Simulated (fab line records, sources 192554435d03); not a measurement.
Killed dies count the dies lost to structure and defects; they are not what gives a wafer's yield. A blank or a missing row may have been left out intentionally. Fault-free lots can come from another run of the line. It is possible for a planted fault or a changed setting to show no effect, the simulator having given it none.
Which of the tools did it? -- flow n5-finfet -- 24 lots, 72 wafers sampled, at 6 steps of a route of 1938

== WHAT THE GAUGES READ, wafer by wafer ==
N5_BEOL_M12_INSPECT_30: inspects for defects (macro).
lot,measured,on,raw-defect-count
L075,day 11 00:31,defect-inspect-02,0 0 3
L076,day 11 08:23,defect-inspect-01,1 2 0
L074,day 11 09:30,defect-inspect-01,0 3 1
L077,day 11 15:30,defect-inspect-02,1 3 0
L079,day 12 15:16,defect-inspect-01,3 1 3
L078,day 12 17:43,defect-inspect-01,2 3 0
L082,day 12 22:05,defect-inspect-02,3 0 2
L080,day 12 22:44,defect-inspect-02,2 5 1
L081,day 13 00:07,defect-inspect-02,1 3 0
L083,day 13 10:36,defect-inspect-02,1 2 1
L085,day 13 10:55,defect-inspect-01,3 1 4
L084,day 13 11:53,defect-inspect-01,2 3 0
L087,day 14 07:24,defect-inspect-02,0 8 2
L086,day 14 08:19,defect-inspect-02,2 0 3
L088,day 14 11:35,defect-inspect-02,3 0 3
L089,day 14 17:35,defect-inspect-01,2 3 6
L090,day 15 02:26,defect-inspect-01,2 3 4
L091,day 15 03:01,defect-inspect-01,1 1 3
L092,day 15 09:30,defect-inspect-01,1 0 3
L095,day 15 22:38,defect-inspect-01,1 1 1
L093,day 16 07:18,defect-inspect-02,1 1 2
L096,day 16 15:08,defect-inspect-01,0 1 1
L094,day 16 15:26,defect-inspect-01,2 1 0
L097,day 17 00:26,defect-inspect-02,1 1 4

N5_BEOL_M12_OCD_MEAS_35.
lot,measured,on,trench-depth-nm (nm)
L075,day 11 01:04,ocd-01,318 317 316
L076,day 11 08:56,ocd-02,329 327 323
L074,day 11 10:10,ocd-01,317 323 317
L077,day 11 16:03,ocd-02,327 316 318
L079,day 12 15:50,ocd-02,321 314 318
L078,day 12 18:27,ocd-01,322 314 317
L082,day 12 22:38,ocd-01,317 318 313
L080,day 12 23:17,ocd-02,323 322 315
L081,day 13 00:44,ocd-01,319 322 316
L083,day 13 11:22,ocd-02,313 317 319
L085,day 13 11:29,ocd-01,324 320 316
L084,day 13 12:37,ocd-02,318 320 319
L087,day 14 07:57,ocd-01,324 320 319
L086,day 14 08:53,ocd-02,314 318 316
L088,day 14 12:08,ocd-01,322 321 322
L089,day 14 18:08,ocd-02,317 315 321
L090,day 15 03:05,ocd-01,320 327 315
L091,day 15 03:34,ocd-02,320 319 315
L092,day 15 10:03,ocd-01,317 325 322
L095,day 15 23:11,ocd-02,315 323 320
L093,day 16 07:52,ocd-01,316 327 329
L096,day 16 15:42,ocd-02,320 322 324
L094,day 16 15:59,ocd-01,319 322 320
L097,day 17 00:59,ocd-02,315 312 318

N5_BEOL_M13_THK_MEAS_01.
lot,measured,on,M13_ILD_THK (nm)
L075,day 11 04:34,film-metro-02,832 850 838
L076,day 11 11:09,film-metro-02,838 843 845
L074,day 11 13:34,film-metro-01,847 842 844
L077,day 11 19:17,film-metro-01,818 843 828
L079,day 12 20:37,film-metro-01,813 841 841
L078,day 12 21:53,film-metro-01,846 855 857
L082,day 13 02:06,film-metro-01,845 832 838
L080,day 13 03:38,film-metro-02,835 826 845
L081,day 13 03:11,film-metro-01,863 841 861
L083,day 13 13:46,film-metro-01,828 826 847
L085,day 13 15:52,film-metro-02,824 818 832
L084,day 13 22:51,film-metro-01,814 830 840
L087,day 14 14:25,film-metro-01,836 823 834
L086,day 14 11:31,film-metro-02,818 838 837
L088,day 14 14:25,film-metro-01,833 836 837
L089,day 14 23:19,film-metro-01,835 834 831
L090,day 15 07:09,film-metro-01,825 836 839
L091,day 15 07:59,film-metro-01,834 826 849
L092,day 15 13:20,film-metro-01,836 841 828
L095,day 16 02:42,film-metro-01,847 845 868
L093,day 16 11:24,film-metro-01,842 837 856
L096,day 16 19:02,film-metro-02,831 825 841
L094,day 16 19:11,film-metro-02,832 851 857
L097,day 17 06:07,film-metro-02,840 854 847

N5_BEOL_M15_THK_MEAS_50: measures by xrf.
lot,measured,on,M15_THK (nm)
L075,day 12 02:11,film-metro-01,884 892 862
L076,day 12 03:56,film-metro-01,838 875 851
L074,day 12 10:56,film-metro-01,829 850 861
L077,day 12 16:37,film-metro-01,889 874 871
L079,day 13 14:55,film-metro-01,895 842 890
L078,day 13 15:11,film-metro-01,884 850 885
L082,day 13 15:52,film-metro-02,862 849 858
L080,day 14 01:56,film-metro-01,882 833 880
L081,day 13 22:58,film-metro-02,853 861 862
L083,day 14 05:04,film-metro-01,867 865 855
L085,day 14 09:17,film-metro-01,871 874 857
L084,day 14 14:41,film-metro-01,887 865 841
L087,day 15 14:25,film-metro-01,892 852 860
L086,day 15 03:52,film-metro-01,852 887 851
L088,day 15 17:26,film-metro-02,871 874 871
L089,day 15 17:59,film-metro-02,858 897 865
L090,day 16 01:55,film-metro-02,876 848 855
L091,day 16 03:00,film-metro-02,923 878 899
L092,day 16 10:32,film-metro-02,872 879 890
L095,day 16 23:47,film-metro-01,853 849 851
L093,day 17 07:13,film-metro-02,876 844 836
L096,day 17 12:47,film-metro-01,889 867 867
L094,day 17 11:46,film-metro-01,854 851 845
L097,day 18 03:08,film-metro-01,885 883 881

== WHAT TOOL EACH LOT RAN ON (gives the tool, then ch and the chambers of the sampled wafers, and finally the start) ==
lot,N5_BEOL_M12_DESCUM_33,N5_BEOL_M12_ETCH_68
L075,"rie-diel-01 ch 0,2, day 11 00:33","rie-diel-01 ch 0,2, day 11 00:44"
L076,"rie-diel-02 ch 0,1,3, day 11 08:25","rie-diel-02 ch 0,1,3, day 11 08:36"
L074,"rie-diel-01 ch 0,2,3, day 11 09:38","rie-diel-01 ch 0,2,3, day 11 09:49"
L077,"rie-diel-02 ch 0,2,3, day 11 15:32","rie-diel-02 ch 0,2,3, day 11 15:43"
L079,"rie-diel-04 ch 0,2, day 12 15:19","rie-diel-04 ch 0,2, day 12 15:29"
L078,"rie-diel-04 ch 0,2,3, day 12 17:56","rie-diel-04 ch 0,2,3, day 12 18:07"
L082,"rie-diel-04 ch 0,2, day 12 22:07","rie-diel-04 ch 0,2, day 12 22:18"
L080,"rie-diel-01 ch 1,2,3, day 12 22:46","rie-diel-01 ch 1,2,3, day 12 22:57"
L081,"rie-diel-02 ch 0,1,3, day 13 00:13","rie-diel-02 ch 0,1,3, day 13 00:25"
L083,"rie-diel-04 ch 0,1,3, day 13 10:51","rie-diel-04 ch 0,1,3, day 13 11:02"
L085,"rie-diel-02 ch 0,2,3, day 13 10:58","rie-diel-02 ch 0,2,3, day 13 11:09"
L084,"rie-diel-04 ch 1,2,3, day 13 12:05","rie-diel-04 ch 1,2,3, day 13 12:16"
L087,"rie-diel-01 ch 0,3, day 14 07:26","rie-diel-01 ch 0,3, day 14 07:37"
L086,"rie-diel-01 ch 0,2, day 14 08:22","rie-diel-01 ch 0,2, day 14 08:32"
L088,"rie-diel-02 ch 0,3, day 14 11:37","rie-diel-02 ch 0,3, day 14 11:48"
L089,"rie-diel-01 ch 0,1,2, day 14 17:38","rie-diel-01 ch 0,1,2, day 14 17:49"
L090,"rie-diel-04 ch 0,1,2, day 15 02:34","rie-diel-04 ch 0,1,2, day 15 02:46"
L091,"rie-diel-02 ch 1,2,3, day 15 03:03","rie-diel-02 ch 1,2,3, day 15 03:14"
L092,"rie-diel-04 ch 0,1,2, day 15 09:32","rie-diel-04 ch 0,1,2, day 15 09:43"
L095,"rie-diel-02 ch 2,3, day 15 22:40","rie-diel-02 ch 2,3, day 15 22:50"
L093,"rie-diel-04 ch 0,3, day 16 07:20","rie-diel-04 ch 0,3, day 16 07:31"
L096,"rie-diel-01 ch 0,1,3, day 16 15:11","rie-diel-01 ch 0,1,3, day 16 15:22"
L094,"rie-diel-04 ch 1,3, day 16 15:28","rie-diel-04 ch 1,3, day 16 15:39"
L097,"rie-diel-02 ch 1,2, day 17 00:28","rie-diel-02 ch 1,2, day 17 00:39"
- N5_BEOL_M12_DESCUM_33: chemistry O2, time 7.9 s.
- N5_BEOL_M12_ETCH_68: etches SOC in N2/H2, time 285 s.

== AS READ BY THE TOOLS THEMSELVES (means over the sampled wafers that have a number; for cases with no such wafer, the mark the record gives instead) ==
N5_BEOL_M12_DESCUM_33.
lot,tool,drypump-motor-current-A (A),oes-product-au (a.u.),rf-vpp-V (V),showerhead-plenum-p-Torr (Torr),throttle-valve-pct (%)
L075,rie-diel-01,5.2,0.80,242.4,2.06,20.46
L076,rie-diel-02,5.8,0.79,243.8,2.09,20.64
L074,rie-diel-01,5.6,0.81,243.2,2.09,20.30
L077,rie-diel-02,5.5,0.78,244.1,2.12,20.58
L079,rie-diel-04,6.3,0.77,242.1,2.01,20.37
L078,rie-diel-04,6.1,0.75,241.8,2.00,20.57
L082,rie-diel-04,6.6,0.73,241.1,1.99,20.63
L080,rie-diel-01,5.6,0.78,243.1,2.09,20.31
L081,rie-diel-02,5.7,0.76,243.5,2.09,20.65
L083,rie-diel-04,6.1,0.79,241.5,2.02,20.73
L085,rie-diel-02,5.5,0.77,243.7,2.12,20.59
L084,rie-diel-04,5.8,0.85,241.9,2.03,20.49
L087,rie-diel-01,5.6,0.80,243.1,2.11,20.31
L086,rie-diel-01,5.3,0.79,242.7,2.08,20.49
L088,rie-diel-02,5.4,0.82,243.8,2.11,20.61
L089,rie-diel-01,5.3,0.77,242.6,2.09,20.50
L090,rie-diel-04,6.3,0.91,241.9,2.11,20.45
L091,rie-diel-02,5.8,0.70,243.4,2.08,20.69
L092,rie-diel-04,6.3,0.90,242.9,2.11,20.47
L095,rie-diel-02,5.3,0.69,242.8,2.08,20.72
L093,rie-diel-04,6.3,0.87,243.8,2.15,20.61
L096,rie-diel-01,5.7,0.76,243.3,2.10,20.35
L094,rie-diel-04,5.6,0.77,242.0,2.01,20.72
L097,rie-diel-02,6.1,0.69,243.1,2.11,20.62

N5_BEOL_M12_ETCH_68.
lot,tool,drypump-motor-current-A (A),h2-flow-sccm (sccm),oes-product-au (a.u.),rf-vpp-V (V),showerhead-plenum-p-Torr (Torr),throttle-valve-pct (%)
L075,rie-diel-01,5.2,200.5,0.80,522.7,2.49,17.67
L076,rie-diel-02,5.7,200.2,0.78,523.7,2.55,18.07
L074,rie-diel-01,5.6,199.9,0.80,524.1,2.53,17.56
L077,rie-diel-02,5.5,199.5,0.79,524.7,2.58,17.94
L079,rie-diel-04,6.3,199.7,0.77,520.8,2.44,17.71
L078,rie-diel-04,6.1,200.6,0.75,520.8,2.42,17.91
L082,rie-diel-04,6.6,199.4,0.73,520.4,2.41,17.91
L080,rie-diel-01,5.6,200.4,0.77,522.8,2.53,17.62
L081,rie-diel-02,5.7,199.9,0.77,523.1,2.55,18.11
L083,rie-diel-04,6.0,200.2,0.80,520.6,2.43,18.03
L085,rie-diel-02,5.5,199.6,0.77,524.9,2.58,17.97
L084,rie-diel-04,5.8,199.7,0.84,520.8,2.46,17.84
L087,rie-diel-01,5.6,200.7,0.80,525.1,2.55,17.52
L086,rie-diel-01,5.3,199.9,0.79,522.4,2.51,17.63
L088,rie-diel-02,5.4,199.6,0.81,524.5,2.57,17.98
L089,rie-diel-01,5.3,200.0,0.78,523.6,2.52,17.67
L090,rie-diel-04,6.4,199.8,0.90,524.4,2.55,17.72
L091,rie-diel-02,5.8,200.4,0.69,524.2,2.54,18.14
L092,rie-diel-04,6.3,199.7,0.90,524.2,2.55,17.73
L095,rie-diel-02,5.3,199.5,0.69,523.7,2.54,18.20
L093,rie-diel-04,6.3,200.5,0.87,525.8,2.60,17.85
L096,rie-diel-01,5.6,199.8,0.77,524.5,2.55,17.59
L094,rie-diel-04,5.5,199.5,0.77,520.6,2.44,18.08
L097,rie-diel-02,6.1,199.9,0.69,524.6,2.57,17.98

== THE ANSWER, worked out from the rows above alone ==
Rule: the usual values come from the lots themselves. Put in order of their means at a reading, lots are off if they are a third of the lots or fewer, leave a main group of 4 or more, and stand apart from it by a gap of 3 or more times the standard deviation of the main group's means; of several such gaps the widest counts. The tables above print the reading to a certain number of digits; a main group whose means all agree to those digits is not used. A lot without any number at a reading at which 4 lots or more have one is off too. All remaining lots with rows at the step are treated as sound. First the gauges in route order, then the tools' own readings, where a lot's mean is used as printed above. The first step at which some lot is off is used, and at that step the reading that is off furthest; a lot without a number counts as furthest.
No lot is off at any reading shown: from this, nothing can be told.

== WHAT THE SIMULATOR PUT IN ==
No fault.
